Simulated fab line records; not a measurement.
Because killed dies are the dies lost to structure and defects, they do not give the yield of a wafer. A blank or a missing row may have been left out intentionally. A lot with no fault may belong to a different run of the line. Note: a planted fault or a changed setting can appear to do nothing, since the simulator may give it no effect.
fab line records | flow n5Finfet
record lots=12 wafers=31 lastDay=18
route steps=1938 shown BEOL_M10@1507
lots with no fault: from the same line, run without faults
startH: hours from the record's opening day to when the first of the lot's shown wafers began | waitH: how many hours have passed since the lot's step before this one | " identical to the entry in the row above | L1.1+2: several wafers, shown together as one row | - no value present, or no start provided | * or withheld: withheld | < > ~ a bound
route shown NAME@n: a module of which the file shows steps, and the number in the route of the first | usual: average and standard deviation across the fault-free wafers | same: alike in all rows | chamber/n: place in a boat | sites: readings site by site | _std_site: standard deviation of those values | _edge_site: the outer-site mean with the inner-site mean subtracted | radiusMm: for every site, how far away it sits from the centre of the wafer | mask NAME#n: copy n | behind: the tool/chamber that last shaped the wafer | hold: why the lot went on hold/how many hours it stayed there/how the hold came to an end | device: the n, p or np transistor that did not switch | end of line: the tests these same wafers got at the end of their route | step lacking rows: just its recipe | killed: at the first sort, the dies lost to defects and structure; wafer yield is something else | map: shows each die of a wafer: x if killed, . if not, _ if none is there
set.NAME: the run value of the setting; set.NAME@STEP: its run value at that earlier step | model.NAME: the simulator's own value behind a step, which no gauge read
the route's steps for a sample of lots (tables are steps, rows are wafers)
services: from which hour (startH, from the record's first day; less than 0 if before it) a tool's chamber was out of use, for how many hours, and why
## steps
# step N5_BEOL_M10_ETCH_66
# recipe chemistry=N2/H2 target=SOC targetDepthA=1200 overetchA=240 maskMaterial=SiARC tempC=40 timeS=180 ionEnergyEv=200 pressureMtorr=30 sourceW=840 biasW=150 n2FlowSccm=200 h2FlowSccm=200
# usual drypumpMotorCurrentA=5.4/0.43 oesProductAu=0.64/0.05 rfVppV=525.2/2.2 runLengthS=203.3/0.31 showerheadPlenumPTorr=2.59/0.074 throttleValvePct=17.87/0.3
# columns lot.wafer tool chamber startH waitH drypumpMotorCurrentA oesProductAu rfHoursCounterH rfVppV runLengthS showerheadPlenumPTorr throttleValvePct
L618.5 rieDiel-05 1 232.90 0.1 5.6 0.61 - 527.1 203.1 2.62 17.24
L618.6 " 0 " " 5.4 0.68 - 521.6 203.1 2.45 17.90
L617.3 rieDiel-05 1 235.73 0.0 5.6 0.60 158 526.1 203.1 2.62 17.25
L617.4 " 3 " " 5.1 0.66 103 524.2 203.6 2.59 18.21
L617.5 " 3 " " 5.1 0.67 - 523.7 203.3 2.59 18.20
L620.1 rieDiel-02 0 238.25 0.0 4.9 0.61 170 523.8 203.5 2.55 17.92
L620.2 " 2 " " 6.3 0.67 71 529.1 203.7 2.65 17.54
L620.3 " 1 " " 5.0 0.64 116 527.9 203.7 2.68 17.92
L619.2 rieDiel-02 2 245.27 0.0 6.3 0.66 74 527.3 203.4 2.65 17.55
L619.4 " 3 " " 5.2 0.60 151 524.5 203.0 2.56 18.01
L619.5 " 1 " " 5.0 0.63 - 527.7 203.8 2.68 17.91
L624.3 rieDiel-01 3 263.34 0.0 5.7 0.60 153 524.2 203.5 2.54 18.23
L624.4 " 0 " " 6.1 0.76 14 529.5 203.9 2.72 17.69
L622.2 rieDiel-05 2 263.40 0.0 5.1 0.76 16 524.8 203.3 2.62 17.60
L622.3 " 0 " " 5.4 0.67 86 520.1 203.0 2.45 17.90
L623.1 rieDiel-01 1 270.43 0.0 5.7 0.66 63 527.5 203.0 2.70 18.20
L623.6 " 0 " " 6.1 0.75 - 528.8 204.2 2.72 17.71
L635.2 rieDiel-02 0 344.59 0.0 4.9 0.58 208 523.0 203.2 2.53 18.00
L635.5 " 3 " " 5.2 0.58 - 523.5 202.7 2.54 18.07
L634.2 rieDiel-05 2 347.62 0.0 5.1 0.71 43 524.2 203.6 2.61 17.65
L634.4 " 1 " " 5.6 0.58 194 526.1 203.4 2.60 17.30
L634.6 " 3 " " 5.1 0.63 - 523.1 203.4 2.58 18.28
L636.1 rieDiel-05 1 351.41 0.0 5.6 0.58 196 526.6 203.1 2.60 17.32
L636.4 " 0 " " 5.4 0.65 113 520.8 203.2 2.44 17.96
L636.6 " 3 " " 5.1 0.62 - 523.5 203.2 2.58 18.27
L637.1 rieDiel-02 0 365.94 0.0 4.9 0.58 215 521.6 203.1 2.53 18.00
L637.4 " 2 " " 6.4 0.64 114 527.2 202.9 2.63 17.62
L637.6 " 0 " " 4.9 0.58 - 522.9 203.3 2.53 18.01
L638.2 rieDiel-02 1 387.89 0.0 5.0 0.61 168 526.5 203.7 2.66 18.00
L638.5 " 3 " " 5.2 0.57 - 523.6 202.7 2.54 18.10
L638.6 " 2 " " 6.4 0.63 - 526.5 203.3 2.63 17.63
# step N5_BEOL_M10_VIA_ETCH_34
# recipe chemistry=C4F6/O2 target=SiCOH_lowk targetDepthA=1845 maskMaterial=SOC taperDeg=4 timeS=69.2 ionEnergyEv=250 pressureMtorr=30 sourceW=345 biasW=185 Ar_flow_sccm=300 C4F6_flow_sccm=10 O2_flow_sccm=10
# usual drypumpMotorCurrentA=5.4/0.43 oesProductAu=0.79/0.069 rfVppV=674/13 runLengthS=92.5/0.33 showerheadPlenumPTorr=2.90/0.085 throttleValvePct=20.90/0.28
# columns lot.wafer tool chamber startH waitH drypumpMotorCurrentA oesProductAu rfHoursCounterH rfVppV runLengthS showerheadPlenumPTorr throttleValvePct
L618.5 rieDiel-05 1 233.00 0.0 5.6 0.74 - 693 92.3 2.97 20.54
L618.6 " 0 " " 5.4 0.85 - 653 92.4 2.77 21.06
L617.3 rieDiel-05 1 235.85 0.0 5.6 0.75 158 692 92.4 2.97 20.54
L617.4 " 3 " " 5.1 0.81 103 683 92.5 2.85 20.94
L617.5 " 3 " " 5.1 0.81 - 683 93.2 2.85 20.95
L620.1 rieDiel-02 0 238.38 0.0 4.9 0.75 170 688 92.6 2.81 20.69
L620.2 " 2 " " 6.3 0.83 71 655 92.4 3.03 21.04
L620.3 " 1 " " 5.0 0.76 116 668 93.3 3.01 21.01
L619.2 rieDiel-02 2 245.39 0.0 6.4 0.83 74 654 92.3 3.02 21.04
L619.4 " 3 " " 5.2 0.75 151 665 91.9 2.85 21.02
L619.5 " 1 " " 5.0 0.76 - 671 92.8 3.01 21.01
L624.3 rieDiel-01 3 263.47 0.0 5.7 0.73 153 660 92.3 2.85 21.31
L624.4 " 0 " " 6.0 0.95 14 690 92.7 3.00 20.63
L622.2 rieDiel-05 2 263.52 0.0 5.2 0.94 16 669 92.7 2.89 20.47
L622.3 " 0 " " 5.4 0.86 86 655 92.6 2.77 21.09
L623.1 rieDiel-01 1 270.55 0.0 5.7 0.81 63 684 92.7 3.00 21.18
L623.6 " 0 " " 6.0 0.93 - 692 92.8 2.99 20.62
L635.2 rieDiel-02 0 344.72 0.0 4.9 0.72 208 688 92.6 2.79 20.74
L635.5 " 3 " " 5.2 0.73 - 663 92.1 2.84 21.08
L634.2 rieDiel-05 2 347.74 0.0 5.1 0.88 43 670 92.5 2.88 20.51
L634.4 " 1 " " 5.6 0.72 195 692 89.1 2.95 20.61
L634.6 " 3 " " 5.1 0.77 - 681 92.7 2.84 21.01
L636.1 rieDiel-05 1 351.53 0.0 5.6 0.72 196 693 89.0 2.95 20.61
L636.4 " 0 " " 5.4 0.81 113 652 88.9 2.75 21.13
L636.6 " 3 " " 5.1 0.78 - 682 93.1 2.84 21.02
L637.1 rieDiel-02 0 366.06 0.0 4.9 0.72 215 689 92.4 2.79 20.74
L637.4 " 2 " " 6.4 0.78 114 655 92.5 3.01 21.10
L637.6 " 0 " " 4.9 0.72 - 686 92.9 2.79 20.75
L638.2 rieDiel-02 1 388.01 0.0 5.0 0.72 168 667 92.8 2.98 21.10
L638.5 " 3 " " 5.2 0.72 - 663 92.3 2.83 21.09
L638.6 " 2 " " 6.3 0.76 - 656 92.2 3.00 21.09
# step N5_BEOL_M10_STRIP_77
# recipe chemistry=N2/H2 timeS=10 powerW=450 tempC=40 pressureMtorr=20 rfFrequencyHz=6e+07 biasPowerW=7 n2FlowSccm=200 h2FlowSccm=200
# usual biasPowerW=6.999/0.023 drypumpMotorCurrentA=5.4/0.43 oesProductAu=0.79/0.068 rfVppV=59.5/0.86 showerheadPlenumPTorr=2.59/0.074 throttleValvePct=23.7/0.41
# columns lot.wafer tool chamber startH waitH biasPowerW drypumpMotorCurrentA oesProductAu rfHoursCounterH rfVppV showerheadPlenumPTorr throttleValvePct
L618.5 rieDiel-05 1 - - 7.008 5.6 0.75 - 58.7 2.61 22.8
L618.6 " 0 " " 7.006 5.4 0.85 - 59.2 2.45 23.9
L617.3 rieDiel-05 1 - - 6.984 5.6 0.74 159 59.1 2.61 22.8
L617.4 " 3 " " 6.987 5.1 0.81 103 59.6 2.59 24.3
L617.5 " 3 " " 7.031 5.1 0.82 - 58.4 2.59 24.3
L620.1 rieDiel-02 0 - - 6.998 4.9 0.77 170 59.7 2.55 23.9
L620.2 " 2 " " 6.979 6.4 0.83 72 59.8 2.65 23.2
L620.3 " 1 " " 6.987 5.0 0.78 116 57.9 2.68 23.8
L619.2 rieDiel-02 2 - - 7.024 6.3 0.82 75 61.1 2.65 23.2
L619.4 " 3 " " 6.986 5.2 0.73 151 60.0 2.55 23.8
L619.5 " 1 " " 7.018 5.0 0.77 - 58.8 2.68 23.9
L624.3 rieDiel-01 3 - - 7.020 5.7 0.75 153 60.8 2.53 24.1
L624.4 " 0 " " 6.994 6.0 0.94 14 59.7 2.71 23.5
L622.2 rieDiel-05 2 - - 7.004 5.1 0.94 16 59.5 2.61 23.6
L622.3 " 0 " " 7.000 5.4 0.84 86 59.6 2.44 24.0
L623.1 rieDiel-01 1 - - 7.015 5.7 0.82 63 60.9 2.70 24.2
L623.6 " 0 " " 7.020 6.0 0.94 - 60.7 2.71 23.5
L635.2 rieDiel-02 0 - - 6.971 4.9 0.72 208 59.2 2.53 24.0
L635.5 " 3 " " 6.938 5.2 0.70 - 59.2 2.54 23.8
L634.2 rieDiel-05 2 - - 7.012 5.2 0.89 43 59.8 2.60 23.6
L634.4 " 1 " " 7.020 5.6 0.72 195 59.0 2.60 22.8
L634.6 " 3 " " 7.006 5.1 0.78 - 59.0 2.57 24.3
L636.1 rieDiel-05 1 - - 6.992 5.6 0.71 196 60.1 2.60 22.8
L636.4 " 0 " " 7.020 5.4 0.80 113 59.8 2.43 24.0
L636.6 " 3 " " 7.021 5.1 0.79 - 59.7 2.57 24.3
L637.1 rieDiel-02 0 - - 6.984 4.9 0.73 215 60.1 2.53 23.9
L637.4 " 2 " " 6.986 6.4 0.78 114 60.1 2.63 23.3
L637.6 " 0 " " 6.993 4.9 0.73 - 58.9 2.53 24.0
L638.2 rieDiel-02 1 - - 7.007 5.0 0.73 168 59.0 2.66 23.9
L638.5 " 3 " " 7.028 5.2 0.69 - 58.0 2.53 23.8
L638.6 " 2 " " 7.007 6.4 0.77 - 59.8 2.63 23.3
# step N5_BEOL_M10_CURE_72
# recipe tempC=370 timeS=120 ambient=DMADMS/He material=SiCOH_lowk
# usual lampPowerPct=52.32/0.053 wafer_temp_C_max=372.1/0.62
# columns lot.wafer tool chamber startH waitH lampPowerPct wafer_temp_C_max
L618.5 uvCure-02 0 233.65 0.2 52.25 371.9
L618.6 " 0 " " 52.30 371.5
L617.3 uvCure-01 2 236.43 0.1 52.40 372.3
L617.4 " 2 " " 52.19 372.5
L617.5 " 2 " " 52.31 372.0
L620.1 uvCure-01 1 238.96 0.1 52.35 371.8
L620.2 " 1 " " 52.31 372.4
L620.3 " 1 " " 52.35 372.9
L619.2 uvCure-01 2 245.94 0.1 52.38 373.3
L619.4 " 2 " " 52.39 371.9
L619.5 " 2 " " 52.26 372.0
L624.3 uvCure-01 1 264.05 0.1 52.44 371.5
L624.4 " 1 " " 52.33 372.1
L622.2 uvCure-03 2 264.27 0.3 52.34 371.9
L622.3 " 2 " " 52.32 372.5
L623.1 uvCure-01 0 271.03 0.0 52.41 373.9
L623.6 " 0 " " 52.35 372.6
L635.2 uvCure-02 0 345.24 0.1 52.36 372.3
L635.5 " 0 " " 52.27 371.8
L634.2 uvCure-01 1 348.27 0.1 52.31 372.7
L634.4 " 1 " " 52.30 372.3
L634.6 " 1 " " 52.22 372.9
L636.1 uvCure-02 0 352.02 0.0 52.31 371.8
L636.4 " 0 " " 52.37 372.6
L636.6 " 0 " " 52.33 372.5
L637.1 uvCure-02 2 366.55 0.0 52.16 371.9
L637.4 " 2 " " 52.24 373.3
L637.6 " 2 " " 52.25 371.9
L638.2 uvCure-01 1 388.54 0.1 52.33 371.6
L638.5 " 1 " " 52.34 371.3
L638.6 " 1 " " 52.33 372.1
## services
# columns tool chamber startH hours kind
rieDiel-05 3 264.39 4.8 repair
rieDiel-05 - 272.79 2.8 pm
uvCure-03 - 277.44 6.0 pm
rieDiel-01 1 293.56 7.0 repair
rieDiel-05 0 301.41 5.1 repair
uvCure-03 - 310.02 11.6 repair
rieDiel-02 2 322.94 2.0 repair
uvCure-01 - 341.40 4.3 pm
rieDiel-05 0 366.04 5.1 repair
rieDiel-01 - 373.38 0.9 repair
uvCure-02 - 375.12 5.0 pm
## key
firstSign step=N5_BEOL_M10_VIA_ETCH_34 reading=runLengthS direction=down sigmas=11 usual=* struck=*
effect none on later readings
metAt N5_BEOL_M10_VIA_ETCH_34
struckLots L634,L636
struckWafers L634.4,L636.1,L636.4
notActingAt N5_BEOL_M10_ETCH_66,N5_BEOL_M10_STRIP_77,N5_BEOL_M10_CURE_72
onsetBetween 263.52 347.74
fault kind=processParameterDrift tool=rieDiel-05 chamber=- onsetH=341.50 steps=N5_BEOL_M10_VIA_ETCH_34 channel=timeS offset=* shape=step endH=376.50 scope=struckWafersOnly actsIn=* stated=*
